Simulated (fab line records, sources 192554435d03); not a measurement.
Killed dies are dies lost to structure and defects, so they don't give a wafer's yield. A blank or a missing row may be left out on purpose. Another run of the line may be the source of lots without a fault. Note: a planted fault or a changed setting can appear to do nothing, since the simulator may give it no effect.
The tool behind it: which one?    flow n5Finfet    Sampling: 24 lots, 72 wafers, 4 of 1938 route steps

WHAT THE GAUGES READ, wafer by wafer
N5_BEOL_M10_CD_MEAS_35: the cd target is 70 nm. Usual: cdNm reads 69.9 nm (standard deviation 0.63).
lot   measured      on        cdNm (nm)       flag
L074  day 10 05:26  cdSem-01  70.8 70.5 70.7  
L075  day 10 19:36  cdSem-03  69.4 69.1 69.3  
L077  day 10 21:34  cdSem-02  70.3 69.9 69.8  
L076  day 10 22:53  cdSem-01  70.3 69.6 69.2  
L079  day 10 22:56  cdSem-03  70.6 70.6 70.5  
L078  day 11 02:25  cdSem-02  69.4 70.0 68.8  
L080  day 11 16:55  cdSem-03  69.5 69.2 68.8  
L082  day 12 02:46  cdSem-01  69.1 69.7 69.6  
L081  day 12 03:51  cdSem-01  68.9 69.7 69.5  
L083  day 12 11:01  cdSem-03  69.0 69.2 69.4  
L085  day 12 21:53  cdSem-01  71.4 70.7 70.5  
L086  day 13 06:42  cdSem-03  69.6 69.7 70.3  
L084  day 13 13:13  cdSem-03  69.1 69.6 69.3  
L088  day 13 15:26  cdSem-03  69.6 69.9 70.1  
L087  day 13 19:34  cdSem-02  69.7 70.0 70.4  
L089  day 13 21:43  cdSem-03  70.2 70.2 70.6  
L091  day 14 05:26  cdSem-01  69.0 69.5 69.6  
L090  day 14 05:54  cdSem-03  69.4 70.6 70.0  
L093  day 14 19:06  cdSem-02  70.2 70.5 69.9  
L092  day 15 03:18  cdSem-02  69.8 70.0 70.2  
L094  day 15 13:44  cdSem-02  69.5 69.5 69.8  
L095  day 15 16:31  cdSem-03  70.4 71.1 70.5  
L096  day 15 22:52  cdSem-01  70.8 70.2 69.9  
L097  day 16 03:34  cdSem-01  70.1 69.7 70.1  

N5_BEOL_M11_OVL_MEAS_12. Usual: M11_OVL typically reads -0.1 nm, with standard deviation 0.74.
lot   measured      on          M11_OVL (nm)    flag
L074  day 10 12:31  overlay-01  -0.3 -0.1 -1.0  
L075  day 10 23:50  overlay-01  -1.1 -0.8 -1.4  
L077  day 11 02:46  overlay-01  -0.6 -0.2 -0.7  
L076  day 11 02:55  overlay-02  0.5 0.5 -0.7    
L079  day 11 03:05  overlay-02  -1.8 -0.3 -1.0  
L078  day 11 06:45  overlay-01  -0.5 -1.5 -0.9  
L080  day 12 00:00  overlay-02  -0.7 -1.2 0.0   
L082  day 12 07:34  overlay-01  -1.2 -0.5 0.4   
L081  day 12 11:14  overlay-01  0.2 0.5 1.0     
L083  day 12 16:23  overlay-01  0.2 0.5 0.5     
L085  day 13 05:07  overlay-02  0.6 -0.2 -0.3   
L086  day 13 12:32  overlay-02  -0.6 0.0 0.5    
L084  day 13 19:17  overlay-02  0.4 -0.7 -0.8   
L088  day 13 20:00  overlay-01  -0.9 -0.4 0.3   
L087  day 14 01:04  overlay-01  -0.3 1.0 0.2    
L089  day 14 05:41  overlay-02  0.5 0.6 0.1     
L091  day 14 13:29  overlay-01  -0.1 0.2 -0.5   
L090  day 14 13:41  overlay-01  -0.7 -0.5 0.6   
L093  day 15 01:12  overlay-01  -0.3 0.2 0.0    
L092  day 15 07:25  overlay-01  1.2 0.9 1.4     
L094  day 15 19:57  overlay-02  -0.1 -0.6 -0.8  
L095  day 15 21:34  overlay-02  0.3 -0.7 0.7    
L096  day 16 03:40  overlay-01  -0.9 0.6 -1.4   
L097  day 16 10:08  overlay-01  0.8 -0.7 0.9    

WHICH TOOL RAN EACH LOT (tool, then ch and the chambers of the sampled wafers, then the start)
lot   N5_BEOL_M10_ETCH_65                N5_BEOL_M10_CURE_72
L074  rieDiel-04 ch 0,1,3, day 10 04:49  uvCure-03 ch 1, day 10 05:31
L075  rieDiel-05 ch 1,2, day 10 18:59    uvCure-02 ch 2, day 10 19:38
L077  rieDiel-05 ch 1,2, day 10 20:57    uvCure-03 ch 2, day 10 21:40
L076  rieDiel-06 ch 0,1,2, day 10 22:16  uvCure-03 ch 0, day 10 23:01
L079  rieDiel-05 ch 0,1, day 10 22:19    uvCure-02 ch 2, day 10 22:58
L078  rieDiel-06 ch 0,2, day 11 01:48    uvCure-03 ch 0, day 11 02:28
L080  rieDiel-05 ch 0,3, day 11 16:17    uvCure-03 ch 1, day 11 17:02
L082  rieDiel-05 ch 0,3, day 12 02:09    uvCure-03 ch 2, day 12 03:25
L081  rieDiel-06 ch 0,3, day 12 03:14    uvCure-03 ch 2, day 12 03:59
L083  rieDiel-04 ch 1,3, day 12 10:25    uvCure-03 ch 1, day 12 11:04
L085  rieDiel-04 ch 1,2,3, day 12 21:17  uvCure-01 ch 1, day 12 22:02
L086  rieDiel-04 ch 0,1,2, day 13 06:05  uvCure-03 ch 2, day 13 06:45
L084  rieDiel-04 ch 0,1,2, day 13 12:36  uvCure-02 ch 0, day 13 13:16
L088  rieDiel-05 ch 1,2, day 13 14:48    uvCure-01 ch 0, day 13 15:32
L087  rieDiel-06 ch 0,2,3, day 13 18:56  uvCure-01 ch 1, day 13 19:36
L089  rieDiel-05 ch 0,3, day 13 21:05    uvCure-01 ch 2, day 13 21:49
L091  rieDiel-05 ch 0,1,3, day 14 04:50  uvCure-01 ch 0, day 14 05:38
L090  rieDiel-06 ch 0,1,3, day 14 05:17  uvCure-01 ch 0, day 14 05:59
L093  rieDiel-05 ch 2,3, day 14 18:29    uvCure-03 ch 1, day 14 19:09
L092  rieDiel-04 ch 1,2,3, day 15 02:41  uvCure-02 ch 0, day 15 03:40
L094  rieDiel-06 ch 0,1,2, day 15 13:07  uvCure-01 ch 1, day 15 13:46
L095  rieDiel-06 ch 0,1,2, day 15 15:55  uvCure-01 ch 0, day 15 16:37
L096  rieDiel-04 ch 1,2, day 15 22:15    uvCure-01 ch 2, day 15 22:55
L097  rieDiel-05 ch 0,2, day 16 02:56    uvCure-01 ch 2, day 16 03:42
- N5_BEOL_M10_ETCH_65: etches SiARC in CF4, target depth 39 nm, time 65 s.
- N5_BEOL_M10_CURE_72: cures SiCOH lowk, time 120 s.

WHAT THE TOOLS THEMSELVES READ (means of the sampled wafers that have a number; where no wafer has one, the mark that the record gives instead)
N5_BEOL_M10_ETCH_65. Usual: drypumpMotorCurrentA 5.8 A, standard deviation 0.39; etchRfOnTimeS 65.0 s, standard deviation 0.66; oesProductAu 0.69 a.u., standard deviation 0.06; rfVppV 184.4 V, standard deviation 1.1; showerheadPlenumPTorr 2.17 Torr, standard deviation 0.065; throttleValvePct 15.46 %, standard deviation 0.24.
lot   tool        drypumpMotorCurrentA (A)  etchRfOnTimeS (s)  oesProductAu (a.u.)  rfVppV (V)  showerheadPlenumPTorr (Torr)  throttleValvePct (%)  flag
L074  rieDiel-04  5.7                       64.3               0.74                 184.7       2.17                          15.33                 
L075  rieDiel-05  5.7                       65.6               0.66                 184.3       2.21                          15.34                 
L077  rieDiel-05  5.7                       64.5               0.66                 184.3       2.21                          15.35                 
L076  rieDiel-06  6.0                       65.1               0.66                 183.8       2.14                          15.58                 
L079  rieDiel-05  5.3                       65.1               0.70                 186.3       2.25                          15.54                 
L078  rieDiel-06  5.8                       65.3               0.62                 184.0       2.10                          15.56                 
L080  rieDiel-05  5.4                       64.4               0.76                 185.0       2.21                          15.50                 
L082  rieDiel-05  5.6                       65.2               0.77                 184.7       2.15                          15.43                 
L081  rieDiel-06  6.1                       64.6               0.68                 184.4       2.18                          15.32                 
L083  rieDiel-04  5.7                       64.0               0.73                 184.5       2.18                          15.27                 
L085  rieDiel-04  5.8                       64.6               0.69                 184.0       2.16                          15.46                 
L086  rieDiel-04  5.8                       65.1               0.68                 183.9       2.16                          15.57                 
L084  rieDiel-04  5.8                       65.1               0.68                 184.2       2.16                          15.57                 
L088  rieDiel-05  5.7                       65.5               0.67                 184.0       2.18                          15.26                 
L087  rieDiel-06  6.0                       65.2               0.67                 184.3       2.14                          15.42                 
L089  rieDiel-05  5.3                       64.9               0.72                 184.7       2.20                          15.53                 
L091  rieDiel-05  5.6                       65.0               0.69                 185.6       2.19                          15.52                 
L090  rieDiel-06  6.3                       64.7               0.69                 185.6       2.21                          15.37                 
L093  rieDiel-05  5.9                       64.9               0.74                 183.3       2.12                          15.30                 
L092  rieDiel-04  5.8                       64.6               0.68                 183.1       2.16                          15.49                 
L094  rieDiel-06  6.0                       66.4               0.63                 184.5       2.13                          15.63                 
L095  rieDiel-06  6.0                       66.3               0.62                 184.0       2.13                          15.65                 
L096  rieDiel-04  6.0                       64.5               0.66                 183.3       2.15                          15.52                 
L097  rieDiel-05  5.3                       65.5               0.69                 185.3       2.22                          15.50                 

N5_BEOL_M10_CURE_72. Usual: lampPowerPct 52.33 %, standard deviation 0.058; wafer_temp_C_max 371.6, standard deviation 0.49.
lot   tool       lampPowerPct (%)  wafer_temp_C_max  flag
L074  uvCure-03  52.37             371.7             
L075  uvCure-02  52.31             371.4             
L077  uvCure-03  52.31             371.2             
L076  uvCure-03  52.31             372.2             
L079  uvCure-02  52.38             371.3             
L078  uvCure-03  52.31             372.2             
L080  uvCure-03  52.36             371.7             
L082  uvCure-03  52.36             371.5             
L081  uvCure-03  52.35             371.3             
L083  uvCure-03  52.32             371.9             
L085  uvCure-01  52.31             371.5             
L086  uvCure-03  52.32             371.7             
L084  uvCure-02  52.35             371.7             
L088  uvCure-01  52.41             370.9             
L087  uvCure-01  52.32             371.2             
L089  uvCure-01  52.35             371.9             
L091  uvCure-01  52.33             371.1             
L090  uvCure-01  52.36             371.6             
L093  uvCure-03  52.27             371.9             
L092  uvCure-02  52.33             372.0             
L094  uvCure-01  52.26             371.2             
L095  uvCure-01  52.33             371.2             
L096  uvCure-01  52.24             371.6             
L097  uvCure-01  52.36             372.1             

THE ANSWER, worked out from the rows above alone
Rule: a lot counts as off when the mean over its wafers that have a number is more than 3 standard deviations away from the usual mean. Also off: a lot with no number at a reading for which 4 or more lots have one. Where the step has rows for the other lots, those lots are counted as sound. Order of review: gauges by route order, followed by the tools' own readings, for which a lot's mean as printed above is used. The first step at which some lot is off is used, and at that step the reading that is off furthest; a lot without a number counts as furthest.
Nothing can be told from this: no lot is off at any reading shown.

WHAT THE SIMULATOR HAD PUT IN
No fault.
